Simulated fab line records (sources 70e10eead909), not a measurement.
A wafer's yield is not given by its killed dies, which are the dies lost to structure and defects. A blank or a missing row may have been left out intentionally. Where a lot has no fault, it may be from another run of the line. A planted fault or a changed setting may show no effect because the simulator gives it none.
Matching of chambers | flow nand-harc | NHARC_A_CHANNEL_FILL_D1_ALD_16 on ald-hk-01 has 4 sister chambers
The step deposits SiO2, target thk 1.5 nm, pulse time 10 s, ald cycles 15. 4 wafers are shown with their chamber, then 8 later ones without.

== WAFERS WITH THEIR CHAMBER ==
wafer  | chamber | heater-power-w (W)
L076.6 | 0       | 516
L081.3 | 3       | 531
L081.5 | 1       | 496
L087.3 | 2       | 451

== WAFERS WITHOUT THEIR CHAMBER ==
wafer  | heater-power-w (W)
L087.5 | 506
L087.6 | 523
L089.1 | 500
L089.4 | 452
L089.5 | 492
L092.2 | 499
L092.3 | 543
L092.5 | 546

== WHICH CHAMBER EACH WENT THROUGH ==
wafer  | from the rows above          | in truth
L087.5 | can't be placed: 0 or 1 or 3 | 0
L087.6 | can't be placed: 0 or 3      | 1
L089.1 | can't be placed: 1 or 0      | 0
L089.4 | 2                            | 2
L089.5 | 1                            | 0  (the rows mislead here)
L092.2 | can't be placed: 1 or 0      | 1
L092.3 | can't be placed: 3 or 0      | 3
L092.5 | can't be placed: 3 or 0      | 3
Correctly placed: 1 of 8. Cannot be placed on the basis of these rows: 6; the candidates contain the true chamber in 5. Wrongly placed: 1.
How it was worked out, from the rows above alone: a wafer's distance from a chamber is the root of the sum, over the readings, of the square of ((its reading less the chamber's mean) divided by the reading's scatter). The wafer belongs to the nearest chamber; if the next one is less than 2 further off, it can't be placed. The mean given for a chamber averages the wafers shown for that chamber. The scatter (one wafer shown for each chamber): square how far every hidden wafer sits from the nearest shown wafer, average those squares and take the square root.
